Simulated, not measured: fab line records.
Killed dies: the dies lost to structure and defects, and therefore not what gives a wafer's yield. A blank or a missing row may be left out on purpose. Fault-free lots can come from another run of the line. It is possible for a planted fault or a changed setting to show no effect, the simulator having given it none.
Which of the tools did it?    flow n5 finfet    Sampling: 22 lots, 66 wafers, 6 of 1938 route steps

## WHAT THE GAUGES SHOWED, per wafer
No reading from a measuring or inspecting step in the record can be judged against a usual standard deviation.

## WHAT TOOL EACH LOT RAN ON (gives the tool, then ch and the chambers of the sampled wafers, and finally the start)
lot   N5_SPACER0_ALD_08                 N5_SD_EPI_N_ETCH_45                N5_SD_EPI_N_ETCH_16                N5_SD_EPI_P_ETCH_16                N5_SD_ACTIVATION_RTA_00          N5_SDB_STRIP_22
L074  ald sin-04 ch 0,1,3, day 3 00:40  rie diel-01 ch 0,1,2, day 3 01:59  rie diel-01 ch 0,1,2, day 3 02:05  rie diel-04 ch 0,1,3, day 3 08:20  rtp anneal-02 ch 0, day 3 13:37  plasma asher-01 ch 0,1, day 3 21:22
L075  ald sin-01 ch 1,3, day 3 08:34    rie diel-03 ch 0,2,3, day 3 09:58  rie diel-03 ch 0,2,3, day 3 10:04  rie diel-02 ch 0,3, day 3 14:30    rtp anneal-01 ch 0, day 3 17:45  plasma asher-01 ch 0,1, day 4 02:29
L076  ald sin-02 ch 0,1,3, day 3 17:14  rie diel-05 ch 2,3, day 3 18:24    rie diel-05 ch 2,3, day 3 18:30    rie diel-04 ch 1,2, day 3 23:13    rtp anneal-02 ch 0, day 4 02:28  plasma asher-02 ch 0,1, day 4 10:38
L077  ald sin-01 ch 0,2,3, day 3 17:35  rie diel-03 ch 0,1, day 3 18:44    rie diel-03 ch 0,1, day 3 18:50    rie diel-06 ch 1,2,3, day 4 00:03  rtp anneal-02 ch 0, day 4 04:11  plasma asher-02 ch 0,1, day 4 12:21
L078  ald sin-01 ch 1,3, day 4 01:13    rie diel-05 ch 1,2,3, day 4 02:52  rie diel-05 ch 1,2,3, day 4 02:58  rie diel-02 ch 1,2,3, day 4 08:19  rtp anneal-01 ch 0, day 4 13:24  plasma asher-01 ch 0,1, day 4 21:16
L079  ald sin-02 ch 0,1,2, day 4 06:20  rie diel-03 ch 0,1,2, day 4 07:23  rie diel-03 ch 0,1,2, day 4 07:29  rie diel-02 ch 0,2,3, day 4 12:02  rtp anneal-02 ch 0, day 4 15:16  plasma asher-01 ch 0,1, day 4 23:50
L080  ald sin-01 ch 0,3, day 4 14:58    rie diel-03 ch 1,2, day 4 16:09    rie diel-03 ch 1,2, day 4 16:15    rie diel-02 ch 0,2,3, day 4 20:41  rtp anneal-02 ch 0, day 5 00:40  plasma asher-02 ch 0,1, day 5 08:53
L081  ald sin-01 ch 0,2,3, day 4 20:39  rie diel-05 ch 0,2,3, day 4 21:49  rie diel-05 ch 0,2,3, day 4 21:55  rie diel-06 ch 2,3, day 5 02:55    rtp anneal-01 ch 0, day 5 06:55  plasma asher-01 ch 0,1, day 5 14:44
L082  ald sin-01 ch 0,1,3, day 5 03:19  rie diel-05 ch 2,3, day 5 04:29    rie diel-05 ch 2,3, day 5 04:35    rie diel-02 ch 0,2,3, day 5 09:03  rtp anneal-01 ch 0, day 5 12:11  plasma asher-01 ch 0,1, day 5 20:28
L083  ald sin-04 ch 0,1,2, day 5 07:11  rie diel-03 ch 0,1,2, day 5 08:20  rie diel-03 ch 0,1,2, day 5 08:26  rie diel-02 ch 0,2,3, day 5 13:31  rtp anneal-01 ch 0, day 5 16:50  plasma asher-02 ch 1, day 6 00:41
L084  ald sin-02 ch 0,2,3, day 5 13:09  rie diel-01 ch 0,3, day 5 14:08    rie diel-01 ch 0,3, day 5 14:14    rie diel-02 ch 1,2, day 5 19:11    rtp anneal-01 ch 0, day 5 22:26  plasma asher-01 ch 0,1, day 6 07:24
L085  ald sin-01 ch 0,1, day 5 18:23    rie diel-01 ch 0,1,3, day 5 19:34  rie diel-01 ch 0,1,3, day 5 19:40  rie diel-04 ch 0,3, day 6 00:08    rtp anneal-01 ch 0, day 6 03:30  plasma asher-01 ch 0, day 6 11:25
L086  ald sin-04 ch 0,1, day 6 04:23    rie diel-03 ch 1,2, day 6 05:33    rie diel-03 ch 1,2, day 6 05:39    rie diel-02 ch 2,3, day 6 10:31    rtp anneal-01 ch 0, day 6 13:40  plasma asher-01 ch 0,1, day 6 22:10
L087  ald sin-02 ch 0,1,2, day 6 08:06  rie diel-05 ch 0,1, day 6 09:26    rie diel-05 ch 0,1, day 6 09:32    rie diel-04 ch 0,1,2, day 6 14:20  rtp anneal-01 ch 0, day 6 17:35  plasma asher-02 ch 0,1, day 7 01:38
L088  ald sin-04 ch 2,3, day 6 11:23    rie diel-03 ch 0,1,2, day 6 12:44  rie diel-03 ch 0,1,2, day 6 12:50  rie diel-04 ch 0,1,2, day 6 17:33  rtp anneal-01 ch 0, day 6 20:46  plasma asher-01 ch 1, day 7 05:08
L089  ald sin-04 ch 0,1,2, day 6 16:31  rie diel-03 ch 0,2, day 6 17:35    rie diel-03 ch 0,2, day 6 17:41    rie diel-06 ch 0,2, day 6 22:08    rtp anneal-01 ch 0, day 7 01:22  plasma asher-01 ch 0,1, day 7 10:53
L091  ald sin-01 ch 0,1,2, day 7 05:59  rie diel-01 ch 0,1, day 7 07:32    rie diel-01 ch 0,1, day 7 07:38    rie diel-06 ch 1,2, day 7 12:04    rtp anneal-01 ch 0, day 7 15:19  plasma asher-02 ch 0,1, day 7 23:41
L092  ald sin-02 ch 0,1, day 7 14:10    rie diel-01 ch 0,2,3, day 7 16:17  rie diel-01 ch 0,2,3, day 7 16:23  rie diel-02 ch 1,3, day 7 20:49    rtp anneal-01 ch 0, day 8 01:13  plasma asher-01 ch 0,1, day 8 09:05
L093  ald sin-02 ch 2,3, day 7 23:07    rie diel-01 ch 0,3, day 8 00:17    rie diel-01 ch 0,3, day 8 00:23    rie diel-02 ch 0,1,3, day 8 05:49  rtp anneal-01 ch 0, day 8 10:05  plasma asher-01 ch 0,1, day 8 18:50
L094  ald sin-04 ch 0,2,3, day 8 01:34  rie diel-01 ch 1,2, day 8 02:35    rie diel-01 ch 1,2, day 8 02:41    rie diel-02 ch 2,3, day 8 07:11    rtp anneal-01 ch 0, day 8 10:52  plasma asher-02 ch 1, day 8 20:22
L095  ald sin-02 ch 0,2,3, day 8 14:25  rie diel-01 ch 0,1,3, day 8 15:34  rie diel-01 ch 0,1,3, day 8 15:40  rie diel-02 ch 0,2,3, day 8 21:19  rtp anneal-01 ch 0, day 9 00:28  plasma asher-01 ch 0,1, day 9 08:19
L096  ald sin-02 ch 1,2, day 8 14:57    rie diel-05 ch 0,1,3, day 8 16:21  rie diel-05 ch 0,1,3, day 8 16:27  rie diel-04 ch 1,2,3, day 8 21:38  rtp anneal-02 ch 0, day 9 00:47  plasma asher-01 ch 0,1, day 9 09:19
- N5_SPACER0_ALD_08: deposits SiNx, target thk 2 nm.
- N5_SD_EPI_N_ETCH_45: etches SiOCN in CH3F/O2, target depth 6 nm.
- N5_SD_EPI_N_ETCH_16: etches SiO2 in CHF3/O2, target depth 5 nm.
- N5_SD_EPI_P_ETCH_16: etches SiO2 in CHF3/O2, target depth 5 nm.
- N5_SD_ACTIVATION_RTA_00: time 0 s.
- N5_SDB_STRIP_22: strips in N2/H2.

## WHAT THE TOOLS THEMSELVES READ (means of the sampled wafers that have a number; where no wafer has one, the mark that the record gives instead)
N5_SPACER0_ALD_08. Usual: heater power w reads 874 W (standard deviation 65).
lot   tool        heater power w (W)  flag
L074  ald sin-04  891                 
L075  ald sin-01  855                 
L076  ald sin-02  866                 
L077  ald sin-01  867                 
L078  ald sin-01  850                 
L079  ald sin-02  862                 
L080  ald sin-01  885                 
L081  ald sin-01  857                 
L082  ald sin-01  849                 
L083  ald sin-04  946                 
L084  ald sin-02  870                 
L085  ald sin-01  853                 
L086  ald sin-04  982                 
L087  ald sin-02  886                 
L088  ald sin-04  792                 
L089  ald sin-04  967                 
L091  ald sin-01  843                 
L092  ald sin-02  857                 
L093  ald sin-02  876                 
L094  ald sin-04  883                 
L095  ald sin-02  852                 
L096  ald sin-02  905                 

N5_SD_EPI_N_ETCH_45. Usual: drypump motor current A 5.8 A, standard deviation 0.4; oes product au 0.77 a.u., standard deviation 0.093; rf fwd power W 408.1 W, standard deviation 1.4; rf vpp V 127.5 V, standard deviation 1.1; showerhead plenum p Torr 2.01 Torr, standard deviation 0.071; throttle valve pct 23.37 %, standard deviation 0.25.
lot   tool         drypump motor current A (A)  oes product au (a.u.)  rf fwd power W (W)  rf vpp V (V)  showerhead plenum p Torr (Torr)  throttle valve pct (%)  flag
L074  rie diel-01  5.6                          0.84                   407.7               128.3         2.06                             23.27                   
L075  rie diel-03  5.5                          0.72                   407.0               126.6         1.99                             23.58                   
L076  rie diel-05  6.1                          0.76                   406.9               128.2         2.02                             23.40                   
L077  rie diel-03  6.1                          0.71                   407.5               127.4         2.01                             23.21                   
L078  rie diel-05  5.9                          0.74                   407.7               127.1         1.98                             23.35                   
L079  rie diel-03  5.8                          0.71                   407.7               127.0         2.01                             23.42                   
L080  rie diel-03  5.8                          0.70                   409.6               127.5         1.98                             23.29                   
L081  rie diel-05  6.1                          0.73                   407.3               127.2         1.95                             23.29                   
L082  rie diel-05  6.1                          0.73                   407.7               127.4         1.95                             23.27                   
L083  rie diel-03  5.8                          0.70                   407.8               127.9         2.01                             23.43                   
L084  rie diel-01  5.5                          0.74                   408.5               126.5         1.96                             23.76                   
L085  rie diel-01  5.6                          0.82                   407.7               127.1         2.01                             23.44                   
L086  rie diel-03  5.5                          0.69                   409.4               127.8         1.98                             23.50                   
L087  rie diel-05  5.9                          0.69                   407.4               126.3         1.91                             23.29                   
L088  rie diel-03  5.8                          0.70                   410.7               127.4         2.00                             23.45                   
L089  rie diel-03  5.9                          0.70                   408.3               129.2         2.04                             23.59                   
L091  rie diel-01  5.5                          0.85                   407.3               128.2         2.07                             23.21                   
L092  rie diel-01  5.5                          0.87                   408.0               127.7         2.08                             23.36                   
L093  rie diel-01  5.5                          0.89                   409.7               129.1         2.12                             23.53                   
L094  rie diel-01  5.8                          0.90                   408.9               127.6         2.03                             23.13                   
L095  rie diel-01  5.7                          0.87                   408.2               128.3         2.08                             23.35                   
L096  rie diel-05  5.9                          0.69                   408.0               127.0         1.91                             23.28                   

N5_SD_EPI_N_ETCH_16. Usual: drypump motor current A 5.8 A, standard deviation 0.4; oes product au 0.77 a.u., standard deviation 0.092; rf fwd power W 642.4 W, standard deviation 2.6; rf vpp V 524 V, standard deviation 11; showerhead plenum p Torr 2.43 Torr, standard deviation 0.081; throttle valve pct 18.93 %, standard deviation 0.24.
lot   tool         drypump motor current A (A)  oes product au (a.u.)  rf fwd power W (W)  rf vpp V (V)  showerhead plenum p Torr (Torr)  throttle valve pct (%)  flag
L074  rie diel-01  5.6                          0.83                   643.0               535           2.49                             18.79                   
L075  rie diel-03  5.5                          0.72                   641.5               526           2.41                             19.14                   
L076  rie diel-05  6.1                          0.77                   642.7               526           2.44                             18.96                   
L077  rie diel-03  6.1                          0.71                   643.6               524           2.43                             18.81                   
L078  rie diel-05  5.9                          0.74                   640.3               518           2.39                             18.96                   
L079  rie diel-03  5.8                          0.71                   642.9               523           2.43                             19.00                   
L080  rie diel-03  5.8                          0.70                   643.5               522           2.39                             18.88                   
L081  rie diel-05  6.1                          0.73                   641.6               516           2.37                             18.89                   
L082  rie diel-05  6.1                          0.74                   643.9               516           2.36                             18.88                   
L083  rie diel-03  5.8                          0.70                   641.7               524           2.43                             19.01                   
L084  rie diel-01  5.5                          0.73                   643.0               515           2.37                             19.29                   
L085  rie diel-01  5.6                          0.82                   642.8               525           2.43                             18.98                   
L086  rie diel-03  5.5                          0.70                   641.0               521           2.39                             19.10                   
L087  rie diel-05  5.9                          0.69                   642.7               509           2.32                             18.92                   
L088  rie diel-03  5.8                          0.69                   641.0               522           2.42                             19.04                   
L089  rie diel-03  5.9                          0.70                   640.6               527           2.46                             19.16                   
L091  rie diel-01  5.4                          0.85                   642.0               533           2.50                             18.75                   
L092  rie diel-01  5.4                          0.88                   646.1               529           2.51                             18.88                   
L093  rie diel-01  5.5                          0.89                   644.0               521           2.55                             19.04                   
L094  rie diel-01  5.8                          0.89                   643.3               537           2.45                             18.68                   
L095  rie diel-01  5.7                          0.87                   642.6               528           2.51                             18.88                   
L096  rie diel-05  5.9                          0.69                   643.4               508           2.31                             18.91                   

N5_SD_EPI_P_ETCH_16. Usual: drypump motor current A 5.5 A, standard deviation 0.5; oes product au 0.78 a.u., standard deviation 0.071; rf fwd power W 642.9 W, standard deviation 2.5; rf vpp V 524 V, standard deviation 7.6; showerhead plenum p Torr 2.44 Torr, standard deviation 0.057; throttle valve pct 18.91 %, standard deviation 0.16.
lot   tool         drypump motor current A (A)  oes product au (a.u.)  rf fwd power W (W)  rf vpp V (V)  showerhead plenum p Torr (Torr)  throttle valve pct (%)  flag
L074  rie diel-04  5.6                          0.84                   644.0               519           2.48                             18.81                   
L075  rie diel-02  5.2                          0.75                   639.6               524           2.44                             18.93                   
L076  rie diel-04  5.7                          0.82                   642.0               533           2.47                             18.85                   
L077  rie diel-06  5.9                          0.75                   644.1               523           2.43                             19.07                   
L078  rie diel-02  5.6                          0.77                   643.1               526           2.47                             18.88                   
L079  rie diel-02  5.5                          0.73                   643.7               526           2.47                             19.00                   
L080  rie diel-02  5.6                          0.73                   643.3               526           2.47                             19.00                   
L081  rie diel-06  6.1                          0.71                   642.9               523           2.39                             19.07                   
L082  rie diel-02  5.6                          0.72                   640.1               525           2.47                             19.00                   
L083  rie diel-02  5.6                          0.72                   645.1               525           2.47                             19.01                   
L084  rie diel-02  5.9                          0.77                   644.4               522           2.43                             18.88                   
L085  rie diel-04  5.3                          0.85                   641.5               514           2.45                             18.85                   
L086  rie diel-02  5.4                          0.73                   642.9               529           2.51                             18.91                   
L087  rie diel-04  5.4                          0.82                   642.5               530           2.44                             18.90                   
L088  rie diel-04  5.4                          0.82                   644.6               530           2.44                             18.91                   
L089  rie diel-06  5.5                          0.74                   644.0               524           2.40                             18.98                   
L091  rie diel-06  5.6                          0.76                   642.5               523           2.47                             19.10                   
L092  rie diel-02  5.4                          0.78                   643.8               521           2.44                             18.75                   
L093  rie diel-02  5.3                          0.74                   641.8               522           2.43                             18.88                   
L094  rie diel-02  5.4                          0.82                   643.0               529           2.50                             18.81                   
L095  rie diel-02  5.5                          0.80                   641.8               525           2.46                             18.93                   
L096  rie diel-04  5.5                          0.82                   643.2               528           2.44                             18.92                   

N5_SD_ACTIVATION_RTA_00. Usual: lamp power pct 8.96 %, standard deviation 0.051; wafer_temp_C_max 974.9, standard deviation 2.
lot   tool           lamp power pct (%)  wafer_temp_C_max  flag
L074  rtp anneal-02  8.96                975.5             
L075  rtp anneal-01  8.96                976.3             
L076  rtp anneal-02  8.95                975.1             
L077  rtp anneal-02  9.00                978.2             
L078  rtp anneal-01  8.97                975.6             
L079  rtp anneal-02  8.99                975.3             
L080  rtp anneal-02  8.94                973.9             
L081  rtp anneal-01  8.97                975.9             
L082  rtp anneal-01  8.97                974.5             
L083  rtp anneal-01  8.97                975.2             
L084  rtp anneal-01  8.97                974.1             
L085  rtp anneal-01  8.91                975.4             
L086  rtp anneal-01  8.93                973.6             
L087  rtp anneal-01  8.94                974.0             
L088  rtp anneal-01  8.97                976.1             
L089  rtp anneal-01  8.94                974.9             
L091  rtp anneal-01  8.99                976.3             
L092  rtp anneal-01  8.96                973.4             
L093  rtp anneal-01  8.99                974.3             
L094  rtp anneal-01  8.95                973.4             
L095  rtp anneal-01  8.93                975.6             
L096  rtp anneal-02  8.98                975.2             

N5_SDB_STRIP_22. Usual: drypump motor current A 5.6 A, standard deviation 0.38; heater power w 345 W, standard deviation 33; n2 flow sccm 1749 sccm, standard deviation 4.7; oes product au 0.714 a.u., standard deviation 0.0046; strip time to endpoint s 96.3 s, standard deviation 0.38.
lot   tool             drypump motor current A (A)  heater power w (W)  n2 flow sccm (sccm)  oes product au (a.u.)  strip time to endpoint s (s)  flag
L074  plasma asher-01  5.4                          321                 1747                 0.717                  96.2                          
L075  plasma asher-01  5.4                          328                 1753                 0.717                  96.3                          
L076  plasma asher-02  6.2                          371                 1744                 0.712                  96.8                          
L077  plasma asher-02  6.2                          374                 1744                 0.714                  96.3                          
L078  plasma asher-01  5.4                          347                 1747                 0.709                  96.3                          
L079  plasma asher-01  5.4                          327                 1750                 0.713                  96.4                          
L080  plasma asher-02  6.2                          381                 1744                 0.711                  96.0                          
L081  plasma asher-01  5.4                          345                 1751                 0.712                  95.7                          
L082  plasma asher-01  5.4                          346                 1751                 0.714                  96.1                          
L083  plasma asher-02  5.7                          367                 1748                 0.713                  96.1                          
L084  plasma asher-01  5.4                          347                 1747                 0.717                  96.3                          
L085  plasma asher-01  5.5                          367                 1751                 0.716                  96.2                          
L086  plasma asher-01  5.4                          325                 1744                 0.716                  96.3                          
L087  plasma asher-02  6.2                          376                 1751                 0.716                  96.1                          
L088  plasma asher-01  5.3                          300                 1744                 0.715                  96.6                          
L089  plasma asher-01  5.4                          322                 1751                 0.710                  96.5                          
L091  plasma asher-02  6.2                          373                 1753                 0.717                  96.0                          
L092  plasma asher-01  5.4                          323                 1745                 0.716                  96.6                          
L093  plasma asher-01  5.4                          342                 1754                 0.712                  96.0                          
L094  plasma asher-02  5.7                          366                 1751                 0.716                  96.4                          
L095  plasma asher-01  5.4                          319                 1747                 0.718                  95.9                          
L096  plasma asher-01  5.4                          343                 1748                 0.714                  96.4                          

## THE ANSWER, worked out from the rows above alone
Rule: a lot counts as off when the mean over its wafers that have a number is more than 3 standard deviations away from the usual mean. A lot without any number at a reading at which 4 lots or more have one is off too. Any other lot the step has rows for is counted as sound. Order of review: gauges by route order, followed by the tools' own readings, for which a lot's mean as printed above is used. At the first step where some lot is off, the reading lying furthest off is the one used; lots without a number count as furthest.
None of the lots is off at any reading shown; this tells nothing.

## WHAT THE SIMULATOR PUT IN
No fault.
